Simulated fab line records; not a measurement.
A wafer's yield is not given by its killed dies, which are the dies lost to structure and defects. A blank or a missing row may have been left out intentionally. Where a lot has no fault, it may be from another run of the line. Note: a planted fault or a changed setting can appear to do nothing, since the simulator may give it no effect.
Chamber matching | flow n5 finfet | N5_BEOL_M1_PRE_CLEAN_60 on cvd co-02: 3 sister chambers
The step time 15 s. 3 wafers are shown with their chamber, then 12 later ones without.

EACH WAFER AND ITS CHAMBER
wafer  | chamber | heater power w (W)
L088.1 | 0       | 61
L091.4 | 2       | 89
L091.5 | 1       | 77

WAFERS WHOSE CHAMBER IS MISSING
wafer  | heater power w (W)
L093.1 | 62
L093.4 | 89
L093.6 | 63
L096.1 | 87
L096.3 | 64
L096.5 | 76
L094.1 | 77
L094.5 | 63
L094.6 | 90
L097.2 | 78
L097.4 | 63
L097.6 | 92

WHICH CHAMBER EACH ONE RAN IN
wafer  | from the rows above | in truth
L093.1 | 0                   | 0
L093.4 | 2                   | 2
L093.6 | 0                   | 0
L096.1 | 2                   | 2
L096.3 | 0                   | 0
L096.5 | 1                   | 1
L094.1 | 1                   | 1
L094.5 | 0                   | 0
L094.6 | 2                   | 2
L097.2 | 1                   | 1
L097.4 | 0                   | 0
L097.6 | 2                   | 2
12 of 12 placed correctly. From these rows, 0 cannot be placed. Wrongly placed: 0.
How it was worked out, from the rows above alone: a wafer's distance from a chamber is the root of the sum, over the readings, of the square of ((its reading less the chamber's mean) divided by the reading's scatter). The wafer belongs to the nearest chamber; if the next one is less than 2 further off, it can't be placed. Each chamber's mean is taken over the wafers shown for it. The scatter (one wafer shown for each chamber): square how far every hidden wafer sits from the nearest shown wafer, average those squares and take the square root.
